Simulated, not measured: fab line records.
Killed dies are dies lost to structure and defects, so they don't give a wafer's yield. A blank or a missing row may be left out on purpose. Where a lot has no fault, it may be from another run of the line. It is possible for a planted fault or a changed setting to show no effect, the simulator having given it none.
Which tool did it?	flow n5Finfet	21 lots, 63 wafers sampled, at 5 steps of a route of 1938

## WHAT THE GAUGES SHOWED, per wafer
N5_MOL_CONTACT_COAG_THK_MEAS_29.
lot	measured	on	MD_CAP_THK (nm)
L074	day 4 22:25	filmMetro-02	17.98 17.79 17.85
L075	day 5 06:57	filmMetro-01	17.99 17.87 18.00
L076	day 5 12:03	filmMetro-02	17.85 17.85 18.07
L077	day 5 18:58	filmMetro-01	18.03 17.96 18.03
L078	day 6 02:58	filmMetro-02	17.96 17.98 18.00
L080	day 6 16:39	filmMetro-01	18.05 18.10 17.92
L081	day 6 21:05	filmMetro-01	17.79 17.79 17.85
L082	day 7 01:09	filmMetro-01	17.92 17.88 17.78
L083	day 7 04:22	filmMetro-01	18.10 17.97 18.08
L084	day 7 11:19	filmMetro-01	17.90 17.92 18.06
L085	day 8 00:00	filmMetro-02	17.91 17.88 18.10
L086	day 8 04:14	filmMetro-01	18.14 18.06 18.02
L087	day 8 07:59	filmMetro-01	17.93 17.98 17.95
L088	day 8 11:25	filmMetro-02	17.95 17.86 17.78
L090	day 9 03:10	filmMetro-01	17.86 17.85 18.05
L091	day 9 10:59	filmMetro-02	18.02 18.00 18.02
L092	day 9 14:05	filmMetro-01	18.06 18.01 18.02
L093	day 9 20:20	filmMetro-02	17.86 17.99 17.98
L095	day 10 08:24	filmMetro-01	17.88 17.95 18.05
L096	day 10 16:38	filmMetro-02	17.86 17.94 17.97
L097	day 10 18:58	filmMetro-02	18.04 17.90 18.00

## WHICH TOOL RAN EACH LOT (tool, then ch and the chambers of the sampled wafers, then the start)
lot	N5_GATE_CUT_CMP_23	N5_MOL_CONTACT_COAG_DESCUM_13	N5_MOL_CONTACT_COAG_ETCH_105	N5_MOL_CONTACT_COAG_SPUTTER_143
L074	cmp-01 ch 0,1, day 4 10:52	rieDiel-02 ch 0,1,2, day 4 13:04	rieDiel-02 ch 0,1,2, day 4 13:07	pvdSputter-01, day 4 16:20
L075	cmp-04 ch 1,2, day 4 20:02	rieDiel-03 ch 0,3, day 4 21:30	rieDiel-03 ch 0,3, day 4 21:34	pvdSputter-02, day 5 00:18
L076	cmp-02 ch 0,3, day 5 02:02	rieDiel-05 ch 1,2,3, day 5 03:37	rieDiel-05 ch 1,2,3, day 5 03:41	pvdSputter-03, day 5 06:11
L077	cmp-01 ch 0,3, day 5 07:13	rieDiel-02 ch 1,2, day 5 08:59	rieDiel-02 ch 1,2, day 5 09:03	pvdSputter-02, day 5 12:11
L078	cmp-01 ch 0,1,3, day 5 15:20	rieDiel-05 ch 2,3, day 5 16:58	rieDiel-05 ch 2,3, day 5 17:01	pvdSputter-03, day 5 20:08
L080	cmp-01 ch 0,3, day 6 04:29	rieDiel-02 ch 0,1, day 6 06:39	rieDiel-02 ch 0,1, day 6 06:43	pvdSputter-01, day 6 10:37
L081	cmp-02 ch 0,2,3, day 6 08:37	rieDiel-05 ch 0,1,3, day 6 10:23	rieDiel-05 ch 0,1,3, day 6 10:26	pvdSputter-03, day 6 13:29
L082	cmp-02 ch 0,1,3, day 6 14:20	rieDiel-05 ch 1,2,3, day 6 16:19	rieDiel-05 ch 1,2,3, day 6 16:22	pvdSputter-01, day 6 19:06
L083	cmp-01 ch 0,3, day 6 18:43	rieDiel-02 ch 0,2,3, day 6 20:13	rieDiel-02 ch 0,2,3, day 6 20:16	pvdSputter-03, day 6 22:23
L084	cmp-04 ch 0,1, day 6 23:19	rieDiel-03 ch 1,3, day 7 00:49	rieDiel-03 ch 1,3, day 7 00:52	pvdSputter-01, day 7 04:55
L085	cmp-04 ch 0,3, day 7 12:07	rieDiel-05 ch 1,2, day 7 13:39	rieDiel-05 ch 1,2, day 7 13:42	pvdSputter-01, day 7 16:37
L086	cmp-02 ch 1,2,3, day 7 19:17	rieDiel-05 ch 0,1,2, day 7 20:44	rieDiel-05 ch 0,1,2, day 7 20:47	pvdSputter-03, day 7 22:49
L087	cmp-04 ch 1,3, day 7 22:10	rieDiel-03 ch 1,2,3, day 7 23:37	rieDiel-03 ch 1,2,3, day 7 23:41	pvdSputter-02, day 8 02:06
L088	cmp-01 ch 0,2, day 8 01:26	rieDiel-02 ch 0,1,2, day 8 03:08	rieDiel-02 ch 0,1,2, day 8 03:11	pvdSputter-03, day 8 05:17
L090	cmp-04 ch 1,3, day 8 14:50	rieDiel-05 ch 1,2,3, day 8 16:16	rieDiel-05 ch 1,2,3, day 8 16:19	pvdSputter-03, day 8 20:13
L091	cmp-02 ch 2,3, day 8 23:25	rieDiel-02 ch 0,1, day 9 01:04	rieDiel-02 ch 0,1, day 9 01:07	pvdSputter-01, day 9 05:04
L092	cmp-01 ch 1,2, day 9 02:07	rieDiel-02 ch 0,1, day 9 04:31	rieDiel-02 ch 0,1, day 9 04:34	pvdSputter-02, day 9 07:11
L093	cmp-01 ch 0,1,2, day 9 09:19	rieDiel-03 ch 0,2, day 9 10:52	rieDiel-03 ch 0,2, day 9 10:55	pvdSputter-02, day 9 13:27
L095	cmp-02 ch 1,2,3, day 9 21:48	rieDiel-03 ch 2,3, day 9 23:13	rieDiel-03 ch 2,3, day 9 23:16	pvdSputter-01, day 10 01:35
L096	cmp-02 ch 0,1,3, day 10 05:49	rieDiel-02 ch 0,1,2, day 10 07:21	rieDiel-02 ch 0,1,2, day 10 07:25	pvdSputter-01, day 10 10:09
L097	cmp-04 ch 0,2, day 10 07:37	rieDiel-05 ch 1,2,3, day 10 09:13	rieDiel-05 ch 1,2,3, day 10 09:16	pvdSputter-02, day 10 13:20
- N5_GATE_CUT_CMP_23: polishes, stops on SiO2, t overpolish 23.4 s, target thk 16 nm.
- N5_MOL_CONTACT_COAG_DESCUM_13: chemistry O2, time 7 s.
- N5_MOL_CONTACT_COAG_ETCH_105: etches SiARC in CF4, target depth 15.6 nm, time 26 s.
- N5_MOL_CONTACT_COAG_SPUTTER_143: material Co, target thk 2.5 nm.

## AS READ BY THE TOOLS THEMSELVES (means over the sampled wafers that have a number; for cases with no such wafer, the mark the record gives instead)
N5_GATE_CUT_CMP_23.
lot	tool	motorCurrentA (A)	overpolishRunS (s)	timeToEndpointS (s)
L074	cmp-01	9.4	23.397	21.7
L075	cmp-04	8.6	23.405	19.8
L076	cmp-02	8.9	23.398	18.5
L077	cmp-01	9.4	23.392	21.7
L078	cmp-01	9.5	23.405	21.8
L080	cmp-01	9.4	23.404	19.9
L081	cmp-02	8.9	23.399	18.0
L082	cmp-02	9.2	23.400	19.4
L083	cmp-01	9.2	23.395	21.0
L084	cmp-04	9.6	23.393	15.8
L085	cmp-04	9.7	23.402	18.0
L086	cmp-02	9.2	23.402	18.0
L087	cmp-04	9.7	23.404	21.4
L088	cmp-01	8.7	23.407	21.5
L090	cmp-04	9.5	23.401	18.6
L091	cmp-02	9.3	23.400	16.1
L092	cmp-01	9.0	23.399	16.4
L093	cmp-01	9.4	23.397	20.7
L095	cmp-02	8.9	23.397	17.0
L096	cmp-02	8.9	23.404	18.7
L097	cmp-04	8.5	23.394	21.6

N5_MOL_CONTACT_COAG_DESCUM_13.
lot	tool	chamberPressureMTorr (mTorr)	drypumpMotorCurrentA (A)	o2FlowSccm (sccm)	oesProductAu (a.u.)	rfVppV (V)	showerheadPlenumPTorr (Torr)	throttleValvePct (%)
L074	rieDiel-02	20.010	5.7	224.7	0.81	242.1	2.07	20.44
L075	rieDiel-03	20.002	6.3	225.3	0.73	243.9	2.14	20.45
L076	rieDiel-05	19.996	5.7	225.0	0.79	242.9	2.14	20.35
L077	rieDiel-02	20.007	5.3	225.1	0.86	242.1	2.03	20.43
L078	rieDiel-05	20.002	6.1	224.5	0.72	244.3	2.17	20.35
L080	rieDiel-02	20.001	5.8	225.0	0.80	244.1	2.13	20.36
L081	rieDiel-05	19.998	5.6	224.4	0.80	243.7	2.14	20.45
L082	rieDiel-05	19.995	5.7	225.3	0.78	244.2	2.13	20.37
L083	rieDiel-02	19.990	6.0	224.9	0.76	243.3	2.11	20.56
L084	rieDiel-03	20.011	6.5	225.5	0.76	244.6	2.14	20.21
L085	rieDiel-05	20.004	5.6	225.2	0.76	243.3	2.13	20.28
L086	rieDiel-05	20.004	5.5	225.2	0.78	243.8	2.14	20.36
L087	rieDiel-03	20.005	6.2	224.8	0.80	244.4	2.16	20.37
L088	rieDiel-02	20.002	5.7	225.3	0.78	242.8	2.06	20.49
L090	rieDiel-05	19.997	5.7	225.6	0.77	242.6	2.13	20.40
L091	rieDiel-02	19.999	5.8	224.5	0.78	243.1	2.12	20.39
L092	rieDiel-02	20.007	5.8	225.3	0.77	244.4	2.12	20.39
L093	rieDiel-03	20.012	6.2	224.3	0.90	244.4	2.17	20.33
L095	rieDiel-03	19.989	6.0	225.1	0.79	242.7	2.13	20.53
L096	rieDiel-02	19.997	5.7	225.1	0.84	243.8	2.14	20.39
L097	rieDiel-05	20.003	5.7	225.2	0.75	243.7	2.12	20.42

N5_MOL_CONTACT_COAG_ETCH_105.
lot	tool	chamberPressureMTorr (mTorr)	drypumpMotorCurrentA (A)	etchRfOnTimeS (s)	oesProductAu (a.u.)	rfVppV (V)	showerheadPlenumPTorr (Torr)	throttleValvePct (%)
L074	rieDiel-02	40.00	5.7	26.3	0.69	183.5	2.13	15.65
L075	rieDiel-03	39.97	6.3	26.3	0.63	185.1	2.18	15.67
L076	rieDiel-05	40.01	5.7	25.9	0.69	183.4	2.18	15.51
L077	rieDiel-02	39.99	5.4	26.3	0.73	183.0	2.08	15.57
L078	rieDiel-05	40.01	6.0	26.1	0.62	185.2	2.21	15.57
L080	rieDiel-02	40.02	5.8	26.2	0.68	184.7	2.19	15.56
L081	rieDiel-05	40.03	5.7	26.0	0.69	185.0	2.18	15.60
L082	rieDiel-05	40.04	5.7	26.1	0.66	184.4	2.17	15.52
L083	rieDiel-02	40.01	6.0	25.8	0.65	183.9	2.17	15.78
L084	rieDiel-03	40.01	6.5	26.0	0.65	184.2	2.19	15.43
L085	rieDiel-05	40.00	5.6	26.0	0.66	183.6	2.16	15.44
L086	rieDiel-05	40.00	5.5	26.1	0.67	185.1	2.18	15.51
L087	rieDiel-03	40.01	6.2	26.2	0.68	185.1	2.21	15.54
L088	rieDiel-02	39.98	5.7	26.6	0.65	184.3	2.12	15.69
L090	rieDiel-05	39.99	5.7	26.1	0.65	184.3	2.17	15.56
L091	rieDiel-02	40.00	5.7	26.1	0.66	184.4	2.18	15.60
L092	rieDiel-02	39.99	5.8	26.3	0.66	184.7	2.18	15.61
L093	rieDiel-03	39.98	6.2	25.9	0.77	185.2	2.22	15.42
L095	rieDiel-03	40.00	6.0	25.6	0.68	184.6	2.17	15.68
L096	rieDiel-02	40.00	5.7	26.4	0.71	185.5	2.20	15.55
L097	rieDiel-05	40.03	5.8	26.1	0.64	184.7	2.16	15.59

N5_MOL_CONTACT_COAG_SPUTTER_143.
lot	tool	throttleValvePct (%)
L074	pvdSputter-01	30.8
L075	pvdSputter-02	29.6
L076	pvdSputter-03	30.3
L077	pvdSputter-02	29.7
L078	pvdSputter-03	31.6
L080	pvdSputter-01	30.2
L081	pvdSputter-03	30.6
L082	pvdSputter-01	30.6
L083	pvdSputter-03	31.9
L084	pvdSputter-01	30.6
L085	pvdSputter-01	30.2
L086	pvdSputter-03	30.4
L087	pvdSputter-02	29.9
L088	pvdSputter-03	32.1
L090	pvdSputter-03	30.3
L091	pvdSputter-01	30.7
L092	pvdSputter-02	29.7
L093	pvdSputter-02	29.6
L095	pvdSputter-01	30.8
L096	pvdSputter-01	30.7
L097	pvdSputter-02	29.6

## THE ANSWER, worked out from the rows above alone
Rule: the usual values come from the lots themselves. The widest of any qualifying gaps counts: lots, ordered by their means at a reading, are off when they make up no more than a third of the lots, leave a main group of 4 or more, and stand apart from it by 3 or more times the standard deviation of that group's means. A main group whose means are all the same, to the digits that the tables above print for the reading, isn't used. Also off: a lot with no number at a reading for which 4 or more lots have one. The other lots that the step has rows for count as sound. After the gauges, taken in route order, come the tools' own readings; for these a lot's mean is taken, as printed above. The first step at which some lot is off is used, and at that step the reading that is off furthest; a lot without a number counts as furthest.
Nothing can be told from this: no lot is off at any reading shown.

## WHAT WAS PUT IN BY THE SIMULATOR
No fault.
